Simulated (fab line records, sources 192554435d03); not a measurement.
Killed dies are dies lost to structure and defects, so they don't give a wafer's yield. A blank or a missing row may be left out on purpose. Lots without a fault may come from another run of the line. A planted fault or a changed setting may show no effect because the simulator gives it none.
fab line records | flow n5_finfet
record lots=24 wafers=72 last_day=19
route steps=1938 shown BEOL_M0_SAQP@633 BEOL_M0_CUTY@708 BEOL_M0@739
lots that met no fault: from a run of the same line without faults
start_h: hours from the record's first day to the start of the lot's first wafer shown | wait_h: hours since the lot's step before | " the same as in the row above | L1.1+2: a row that stands for several wafers | - no value, or no start given | * or withheld: withheld | < > ~ a bound
route shown NAME@n: a module of which the file shows steps, and the number in the route of the first | usual: mean/standard deviation of fault-free wafers | same: alike in all rows | chamber/n: place in a boat | sites: the reading at each site | _std_site: their standard deviation | _edge_site: outer sites' mean less inner sites' | radius_mm: how far each site lies from the wafer's centre | mask NAME#n: copy n | behind: the tool/chamber that last shaped the wafer | hold: why the lot was held/for how many hours/how that ended | device: the transistor (n, p or np) that didn't switch | end of line: the same wafers' tests at the end of the route | a step without rows: its recipe alone | killed: dies lost to structure and defects at the first sort, not the wafer's yield | map: a wafer's dies, x killed, . not, _ none there
set.NAME: the setting as run; set.NAME@STEP: as run at that earlier step | model.NAME: the simulator's own value behind a step, which no gauge read
steps of the route over a sample of lots; a table a step, a row a wafer
services: from which hour (start_h, from the record's first day; less than 0 if before it) a tool's chamber was out of use, for how many hours, and why
## steps
# step N5_BEOL_M0_SAQP_ILD_DEP_01
# recipe material=SiOC target_thk_a=454.19 temp_c=350 precursor=DEMS/O2 pressure_torr=5 rf_w=500 time_s=8.7
# usual heater_power_w=471/68 showerhead_plenum_p_Torr=5.697/0.017 throttle_valve_pct=12.2/0.67
# columns lot.wafer tool chamber start_h wait_h heater_power_w showerhead_plenum_p_Torr throttle_valve_pct
L074.1 pecvd-02 1 111.48 0.0 567 5.706 12.1
L074.5 " 0 " " 476 5.705 11.5
L074.6 " 2 " " 473 5.742 11.7
L075.2 pecvd-02 1 114.48 0.0 636 5.724 11.9
L075.5 " 1 " " 626 5.704 11.9
L075.6 " 2 " " 494 5.709 11.7
L076.4 pecvd-04 2 129.70 0.0 442 5.699 11.0
L076.5 " 1 " " 381 5.697 13.0
L076.6 " 0 " " 546 5.704 13.0
L078.4 pecvd-02 0 132.72 0.0 504 5.710 11.5
L078.5 " 1 " " 593 5.703 11.7
L078.6 " 2 " " 526 5.725 11.2
L077.1 pecvd-02 2 135.70 0.0 450 5.723 11.6
L077.3 " 0 " " 495 5.707 11.6
L077.6 " 1 " " 576 5.705 11.7
L079.1 pecvd-01 2 138.70 0.0 529 5.654 11.3
L079.3 " 0 " " 446 5.664 12.1
L079.4 " 0 " " 459 5.694 12.1
L080.3 pecvd-02 1 141.70 0.0 573 5.702 12.0
L080.4 " 1 " " 567 5.718 12.1
L080.5 " 0 " " 398 5.692 11.3
L081.2 pecvd-01 0 144.71 0.0 482 5.679 12.0
L081.3 " 2 " " 522 5.663 11.8
L081.5 " 1 " " 337 5.704 13.1
L082.2 pecvd-04 1 152.16 0.0 383 5.703 13.1
L082.3 " 0 " " 550 5.702 12.9
L082.6 " 2 " " 419 5.712 11.4
L083.3 pecvd-04 0 160.40 0.0 504 5.705 12.6
L083.4 " 1 " " 419 5.692 13.3
L083.5 " 0 " " 524 5.706 12.9
L084.1 pecvd-01 0 170.28 0.0 425 5.679 12.0
L084.4 " 2 " " 548 5.662 11.6
L084.6 " 0 " " 440 5.677 12.3
L085.1 pecvd-04 0 179.86 0.0 446 5.705 12.6
L085.4 " 1 " " 420 5.692 13.0
L085.6 " 2 " " 390 5.694 11.3
L086.1 pecvd-04 0 182.85 0.0 517 5.681 12.8
L086.2 " 2 " " 449 5.706 11.4
L086.3 " 1 " " 397 5.709 13.2
L087.1 pecvd-04 2 189.53 0.0 444 5.713 11.1
L087.2 " 1 " " 410 5.706 13.0
L087.4 " 0 " " 480 5.693 12.7
L088.1 pecvd-02 1 192.52 0.0 608 5.690 11.8
L088.3 " 2 " " 500 5.726 11.8
L088.5 " 1 " " 585 5.693 11.9
L089.2 pecvd-02 1 197.13 0.0 564 5.702 11.8
L089.3 " 0 " " 458 5.694 11.7
L089.6 " 1 " " 567 5.706 11.9
L090.1 pecvd-04 2 200.14 0.0 383 5.697 11.5
L090.2 " 1 " " 414 5.691 13.0
L090.6 " 0 " " 515 5.701 12.7
L091.2 pecvd-01 1 204.87 0.0 380 5.686 13.3
L091.3 " 0 " " 407 5.682 12.0
L091.4 " 0 " " 410 5.678 12.2
L092.2 pecvd-01 1 214.64 0.0 354 5.702 13.3
L092.4 " 2 " " 545 5.657 11.7
L092.6 " 1 " " 352 5.697 13.3
L093.1 pecvd-02 1 222.70 0.0 524 5.699 12.3
L093.5 " 2 " " 506 5.711 11.8
L093.6 " 1 " " 532 5.711 11.9
L094.2 pecvd-04 1 230.57 0.0 390 5.694 12.9
L094.3 " 0 " " 513 5.700 12.7
L094.5 " 1 " " 404 5.707 12.9
L095.1 pecvd-04 0 233.57 0.0 529 5.689 12.9
L095.2 " 1 " " 354 5.711 12.9
L095.4 " 0 " " 537 5.710 12.8
L096.1 pecvd-01 2 236.57 0.0 552 5.668 11.6
L096.3 " 2 " " 529 5.661 11.6
L096.5 " 2 " " 536 5.654 11.6
L097.1 pecvd-04 1 245.46 0.0 418 5.704 13.0
L097.4 " 0 " " 524 5.691 12.9
L097.5 " 1 " " 411 5.694 13.0
# step N5_BEOL_M0_SAQP_SPACER2_ALD_26
# recipe material=SiO2 target_thk_a=150 temp_c=300 ald_precursor_family=BDEAS ald_co_reactant=O2-plasma pulse_time_s=1 purge_time_s=2 co_reactant_purge_time_s=2 pressure_torr=2
# usual heater_power_w=454/58 precursor_pulse_height_rel=1.001/0.019
# columns lot.wafer tool chamber start_h wait_h heater_power_w precursor_pulse_height_rel
L074.1 ald_sin-03 3 116.20 0.1 395 0.976
L074.5 " 1 " " 445 0.985
L074.6 " 0 " " 550 1.030
L075.2 ald_sin-02 3 121.90 0.1 538 0.980
L075.5 " 0 " " 451 1.001
L075.6 " 3 " " 529 0.990
L076.4 ald_sin-03 3 134.06 0.1 391 1.001
L076.5 " 3 " " 388 1.014
L076.6 " 2 " " 531 1.000
L078.4 ald_sin-02 0 136.47 0.3 441 0.993
L078.5 " 2 " " 477 1.020
L078.6 " 1 " " 465 0.984
L077.1 ald_sin-02 2 141.70 0.1 474 0.971
L077.3 " 1 " " 475 0.989
L077.6 " 3 " " 518 0.967
L079.1 ald_sin-04 2 142.30 0.1 426 1.018
L079.3 " 0 " " 373 0.992
L079.4 " 1 " " 479 1.011
L080.3 ald_sin-02 3 146.93 0.1 528 1.053
L080.4 " 0 " " 446 1.019
L080.5 " 0 " " 454 1.022
L081.2 ald_sin-04 1 149.26 0.6 468 1.009
L081.3 " 0 " " 386 0.989
L081.5 " 0 " " 391 0.993
L082.2 ald_sin-03 3 160.64 0.1 393 0.996
L082.3 " 2 " " 536 0.955
L082.6 " 2 " " 549 0.979
L083.3 ald_sin-03 0 164.45 0.1 558 1.031
L083.4 " 3 " " 401 0.999
L083.5 " 1 " " 417 1.012
L084.1 ald_sin-03 2 176.37 0.1 525 1.007
L084.4 " 3 " " 404 0.990
L084.6 " 2 " " 523 1.002
L085.1 ald_sin-03 3 185.49 0.6 393 0.996
L085.4 " 2 " " 546 1.006
L085.6 " 3 " " 388 0.998
L086.1 ald_sin-04 2 186.58 0.1 433 0.977
L086.2 " 0 " " 376 1.003
L086.3 " 3 " " 381 1.018
L087.1 ald_sin-04 1 194.65 0.1 471 0.982
L087.2 " 3 " " 377 0.999
L087.4 " 2 " " 436 1.025
L088.1 ald_sin-04 0 198.05 1.7 391 0.972
L088.3 " 3 " " 378 0.999
L088.5 " 2 " " 428 1.004
L089.2 ald_sin-04 0 203.92 1.4 381 1.018
L089.3 " 2 " " 448 1.014
L089.6 " 0 " " 388 1.017
L090.1 ald_sin-04 3 206.56 0.4 377 1.009
L090.2 " 2 " " 439 1.001
L090.6 " 3 " " 381 1.022
L091.2 ald_sin-04 0 211.89 0.1 391 1.013
L091.3 " 2 " " 440 0.979
L091.4 " 3 " " 372 1.017
L092.2 ald_sin-04 0 222.07 0.1 391 1.037
L092.4 " 1 " " 481 1.010
L092.6 " 0 " " 385 1.001
L093.1 ald_sin-02 3 227.22 0.1 513 1.035
L093.5 " 2 " " 466 0.994
L093.6 " 3 " " 528 0.981
L094.2 ald_sin-03 2 235.22 0.3 543 1.006
L094.3 " 1 " " 445 1.034
L094.5 " 0 " " 540 0.986
L095.1 ald_sin-04 1 239.73 0.1 467 0.966
L095.2 " 0 " " 394 1.007
L095.4 " 2 " " 438 1.016
L096.1 ald_sin-02 2 242.38 0.1 475 0.976
L096.3 " 1 " " 468 1.010
L096.5 " 2 " " 472 1.012
L097.1 ald_sin-03 1 250.46 0.1 431 1.001
L097.4 " 2 " " 538 0.988
L097.5 " 3 " " 402 0.983
# step N5_BEOL_M0_CUTY_CD_MEAS_57
# recipe target_cd_nm=200 landing_energy_ev=500 detector=se_inlens polarity=line
# usual cd_nm=199.9/1.3
# columns lot.wafer tool chamber start_h wait_h cd_nm
L074.1 cd_sem-01 0 118.73 - 199.4
L074.5 " 0 " " 199.7
L074.6 " 0 " " 201.9
L075.2 cd_sem-01 0 125.75 - 200.5
L075.5 " 0 " " 200.5
L075.6 " 0 " " 202.5
L076.4 cd_sem-02 0 136.94 - 199.7
L076.5 " 0 " " 198.7
L076.6 " 0 " " 200.3
L078.4 cd_sem-01 0 138.83 - 199.7
L078.5 " 0 " " 200.1
L078.6 " 0 " " 201.2
L077.1 cd_sem-02 0 144.37 - 198.5
L077.3 " 0 " " 199.1
L077.6 " 0 " " 198.3
L079.1 cd_sem-02 0 144.96 - 199.2
L079.3 " 0 " " 201.0
L079.4 " 0 " " 199.7
L080.3 cd_sem-01 0 149.42 - 199.9
L080.4 " 0 " " 199.5
L080.5 " 0 " " 198.9
L081.2 cd_sem-01 0 151.87 - 201.1
L081.3 " 0 " " 200.3
L081.5 " 0 " " 199.9
L082.2 cd_sem-01 0 163.09 - 198.0
L082.3 " 0 " " 199.0
L082.6 " 0 " " 198.4
L083.3 cd_sem-02 0 167.32 - 200.3
L083.4 " 0 " " 199.0
L083.5 " 0 " " 197.6
L084.1 cd_sem-02 0 179.10 - 199.7
L084.4 " 0 " " 199.5
L084.6 " 0 " " 198.2
L085.1 cd_sem-02 0 188.25 - 200.0
L085.4 " 0 " " 198.6
L085.6 " 0 " " 200.1
L086.1 cd_sem-02 0 189.47 - 201.2
L086.2 " 0 " " 199.7
L086.3 " 0 " " 199.9
L087.1 cd_sem-01 0 198.57 - 201.3
L087.2 " 0 " " 200.2
L087.4 " 0 " " 200.3
L088.1 cd_sem-02 0 204.33 - 201.0
L088.3 " 0 " " 201.3
L088.5 " 0 " " 200.4
L089.2 cd_sem-01 0 206.40 - 202.0
L089.3 " 0 " " 200.8
L089.6 " 0 " " 202.5
L090.1 cd_sem-02 0 209.05 - 198.8
L090.2 " 0 " " 198.0
L090.6 " 0 " " 199.1
L091.2 cd_sem-02 0 214.51 - 199.6
L091.3 " 0 " " 199.3
L091.4 " 0 " " 199.8
L092.2 cd_sem-01 0 224.44 - 198.0
L092.4 " 0 " " 197.6
L092.6 " 0 " " 198.6
L093.1 cd_sem-02 0 229.92 - 198.4
L093.5 " 0 " " 199.9
L093.6 " 0 " " 199.0
L094.2 cd_sem-01 0 238.22 - 202.5
L094.3 " 0 " " 201.0
L094.5 " 0 " " 200.7
L095.1 cd_sem-01 0 242.45 - 198.4
L095.2 " 0 " " 199.6
L095.4 " 0 " " 199.1
L096.1 cd_sem-02 0 244.92 - 201.3
L096.3 " 0 " " 201.8
L096.5 " 0 " " 201.5
L097.1 cd_sem-01 0 253.81 - 201.9
L097.4 " 0 " " 202.3
L097.5 " 0 " " 201.5
# step N5_BEOL_M0_CUTY_INSPECT_59
# recipe mode=adi inspect_instrument=macro
# usual raw_defect_count=2.3/1.5
# columns lot.wafer tool chamber start_h wait_h raw_defect_count
L074.1 defect_inspect-02 - 118.78 0.0 4
L074.5 " - " " 4
L074.6 " - " " 1
L075.2 defect_inspect-02 - 125.80 0.0 1
L075.5 " - " " 2
L075.6 " - " " 1
L076.4 defect_inspect-01 - 136.99 0.0 4
L076.5 " - " " 2
L076.6 " - " " 1
L078.4 defect_inspect-02 - 138.88 0.0 1
L078.5 " - " " 6
L078.6 " - " " 1
L077.1 defect_inspect-01 - 144.50 0.1 2
L077.3 " - " " 2
L077.6 " - " " 0
L079.1 defect_inspect-01 - 145.02 0.0 2
L079.3 " - " " 3
L079.4 " - " " 3
L080.3 defect_inspect-01 - 149.47 0.0 2
L080.4 " - " " 2
L080.5 " - " " 1
L081.2 defect_inspect-01 - 151.92 0.0 2
L081.3 " - " " 3
L081.5 " - " " 2
L082.2 defect_inspect-02 - 163.14 0.0 4
L082.3 " - " " 2
L082.6 " - " " 6
L083.3 defect_inspect-02 - 167.37 0.0 2
L083.4 " - " " 2
L083.5 " - " " 3
L084.1 defect_inspect-02 - 179.15 0.0 2
L084.4 " - " " 2
L084.6 " - " " 3
L085.1 defect_inspect-02 - 188.30 0.0 2
L085.4 " - " " 1
L085.6 " - " " 5
L086.1 defect_inspect-02 - 189.53 0.0 3
L086.2 " - " " 1
L086.3 " - " " 1
L087.1 defect_inspect-01 - 198.63 0.0 3
L087.2 " - " " 2
L087.4 " - " " 0
L088.1 defect_inspect-02 - 204.38 0.0 3
L088.3 " - " " 4
L088.5 " - " " 3
L089.2 defect_inspect-01 - 206.45 0.0 1
L089.3 " - " " 4
L089.6 " - " " 3
L090.1 defect_inspect-01 - 209.10 0.0 1
L090.2 " - " " 4
L090.6 " - " " 3
L091.2 defect_inspect-01 - 214.56 0.0 3
L091.3 " - " " 1
L091.4 " - " " 3
L092.2 defect_inspect-01 - 224.49 0.0 1
L092.4 " - " " 6
L092.6 " - " " 2
L093.1 defect_inspect-02 - 229.98 0.0 3
L093.5 " - " " 2
L093.6 " - " " 3
L094.2 defect_inspect-02 - 238.28 0.0 3
L094.3 " - " " 3
L094.5 " - " " 3
L095.1 defect_inspect-01 - 242.51 0.0 2
L095.2 " - " " 0
L095.4 " - " " 2
L096.1 defect_inspect-01 - 244.98 0.0 3
L096.3 " - " " 4
L096.5 " - " " 1
L097.1 defect_inspect-01 - 253.89 0.0 0
L097.4 " - " " 3
L097.5 " - " " 2
# step N5_BEOL_M0_ANNEAL_135
# recipe temp_c=400 time_s=60 ambient=vacuum
# usual heater_power_w=828/92
# columns lot.wafer tool chamber start_h wait_h heater_power_w
L074.1 pvd_sputter-02 - 123.07 0.0 727
L074.5 " - " " 955
L074.6 " - " " 850
L075.2 pvd_sputter-01 - 131.83 0.0 737
L075.5 " - " " 1033
L075.6 " - " " 814
L076.4 pvd_sputter-03 - 139.75 0.0 808
L076.5 " - " " 837
L076.6 " - " " 775
L078.4 pvd_sputter-01 - 143.24 0.0 804
L078.5 " - " " 1069
L078.6 " - " " 799
L079.1 pvd_sputter-02 - 151.58 0.0 701
L079.3 " - " " 824
L079.4 " - " " 723
L077.1 pvd_sputter-03 - 151.77 0.0 807
L077.3 " - " " 794
L077.6 " - " " 815
L080.3 pvd_sputter-01 - 157.90 0.0 750
L080.4 " - " " 750
L080.5 " - " " 811
L081.2 pvd_sputter-03 - 159.40 0.0 836
L081.3 " - " " 789
L081.5 " - " " 791
L082.2 pvd_sputter-02 - 166.94 0.0 695
L082.3 " - " " 836
L082.6 " - " " 725
L083.3 pvd_sputter-01 - 173.55 0.0 834
L083.4 " - " " 746
L083.5 " - " " 811
L084.1 pvd_sputter-02 - 182.88 0.0 718
L084.4 " - " " 736
L084.6 " - " " 723
L085.1 pvd_sputter-02 - 192.02 0.0 924
L085.4 " - " " 716
L085.6 " - " " 944
L086.1 pvd_sputter-01 - 192.05 0.1 865
L086.2 " - " " 1014
L086.3 " - " " 749
L087.1 pvd_sputter-01 - 202.18 0.1 810
L087.2 " - " " 891
L087.4 " - " " 1024
L088.1 pvd_sputter-02 - 210.07 0.0 941
L088.3 " - " " 848
L088.5 " - " " 706
L089.2 pvd_sputter-03 - 211.78 0.0 799
L089.3 " - " " 832
L089.6 " - " " 811
L090.1 pvd_sputter-01 - 215.81 0.0 826
L090.2 " - " " 770
L090.6 " - " " 1053
L091.2 pvd_sputter-03 - 224.63 0.0 850
L091.3 " - " " 807
L091.4 " - " " 781
L092.2 pvd_sputter-03 - 230.43 0.0 795
L092.4 " - " " 830
L092.6 " - " " 794
L093.1 pvd_sputter-02 - 234.25 0.0 841
L093.5 " - " " 937
L093.6 " - " " 703
L094.2 pvd_sputter-03 - 244.69 0.0 842
L094.3 " - " " 762
L094.5 " - " " 810
L095.1 pvd_sputter-01 - 247.27 0.0 904
L095.2 " - " " 826
L095.4 " - " " 1061
L096.1 pvd_sputter-01 - 248.21 0.0 807
L096.3 " - " " 770
L096.5 " - " " 1045
L097.1 pvd_sputter-02 - 259.26 1.3 710
L097.4 " - " " 920
L097.5 " - " " 728
# step N5_BEOL_M0_PRE_CLEAN_131
# recipe gas=NH3/H2 time_s=15 temp_c=* rf_power_w=300
# usual heater_power_w=78/17
# columns lot.wafer tool chamber start_h wait_h heater_power_w
L074.1 cvd_co-01 1 123.93 0.0 59
L074.5 " 0 " " 86
L074.6 " 2 " " 80
L075.2 cvd_co-01 1 133.08 0.0 61
L075.5 " 0 " " 87
L075.6 " 1 " " 61
L076.4 cvd_co-02 2 140.64 0.1 103
L076.5 " 1 " " 78
L076.6 " 0 " " 55
L078.4 cvd_co-02 1 144.13 0.1 82
L078.5 " 0 " " 56
L078.6 " 2 " " 102
L079.1 cvd_co-01 1 152.44 0.0 60
L079.3 " 2 " " 82
L079.4 " 2 " " 80
L077.1 cvd_co-02 0 152.67 0.0 56
L077.3 " 2 " " 101
L077.6 " 2 " " 103
L080.3 cvd_co-02 1 158.78 0.0 82
L080.4 " 1 " " 81
L080.5 " 0 " " 57
L081.2 cvd_co-01 2 160.54 0.0 80
L081.3 " 0 " " 85
L081.5 " 2 " " 80
L082.2 cvd_co-01 2 169.30 0.0 79
L082.3 " 1 " " 60
L082.6 " 1 " " 60
L083.3 cvd_co-01 0 174.52 0.0 88
L083.4 " 0 " " 86
L083.5 " 2 " " 82
L084.1 cvd_co-02 2 184.10 0.0 103
L084.4 " 2 " " 100
L084.6 " 0 " " 57
L085.1 cvd_co-01 2 193.01 0.0 79
L085.4 " 0 " " 86
L085.6 " 2 " " 79
L086.1 cvd_co-02 2 193.08 0.0 103
L086.2 " 0 " " 58
L086.3 " 1 " " 82
L087.1 cvd_co-02 0 203.10 0.0 56
L087.2 " 2 " " 105
L087.4 " 1 " " 82
L088.1 cvd_co-02 2 211.50 0.0 105
L088.3 " 1 " " 82
L088.5 " 2 " " 100
L089.2 cvd_co-02 1 212.64 0.0 83
L089.3 " 0 " " 57
L089.6 " 0 " " 56
L090.1 cvd_co-02 1 217.27 0.0 80
L090.2 " 0 " " 56
L090.6 " 0 " " 57
L091.2 cvd_co-01 2 226.14 0.0 81
L091.3 " 0 " " 90
L091.4 " 0 " " 89
L092.2 cvd_co-02 1 231.97 0.0 85
L092.4 " 0 " " 55
L092.6 " 2 " " 103
L093.1 cvd_co-02 0 235.20 0.1 57
L093.5 " 1 " " 81
L093.6 " 2 " " 102
L094.2 cvd_co-01 0 245.66 0.0 87
L094.3 " 1 " " 60
L094.5 " 0 " " 88
L095.1 cvd_co-02 2 248.17 0.0 101
L095.2 " 0 " " 58
L095.4 " 2 " " 105
L096.1 cvd_co-02 0 249.09 0.0 57
L096.3 " 1 " " 80
L096.5 " 0 " " 57
L097.1 cvd_co-02 2 260.26 0.2 102
L097.4 " 2 " " 105
L097.5 " 0 " " 57
## services
# columns tool chamber start_h hours kind
ald_sin-04 - 89.69 1.2 repair
pecvd-04 2 96.11 9.0 repair
pecvd-02 0 96.56 5.5 scheduled_down
ald_sin-02 0 99.49 - clean
ald_sin-02 1 99.49 - clean
ald_sin-02 2 99.49 - clean
ald_sin-02 3 99.49 - clean
ald_sin-03 3 101.49 2.7 repair
cvd_co-02 1 114.76 - clean
cvd_co-02 1 114.76 22.0 scheduled_down
cvd_co-02 1 114.76 22.0 vent_cycle
pecvd-02 - 114.96 5.5 pm
ald_sin-04 3 123.68 6.9 repair
pecvd-04 - 125.96 1.0 repair
pvd_sputter-02 - 146.23 1.1 repair
cvd_co-01 - 180.76 4.3 pm
ald_sin-02 - 191.13 14.6 pm
pecvd-02 2 203.28 2.1 scheduled_down
pecvd-02 0 204.42 9.0 repair
ald_sin-02 0 210.93 13.8 repair
pecvd-04 2 215.90 3.4 repair
pecvd-04 2 228.99 4.0 repair
pecvd-02 1 230.84 14.9 repair
pecvd-01 1 233.56 22.8 repair
## key
fault none
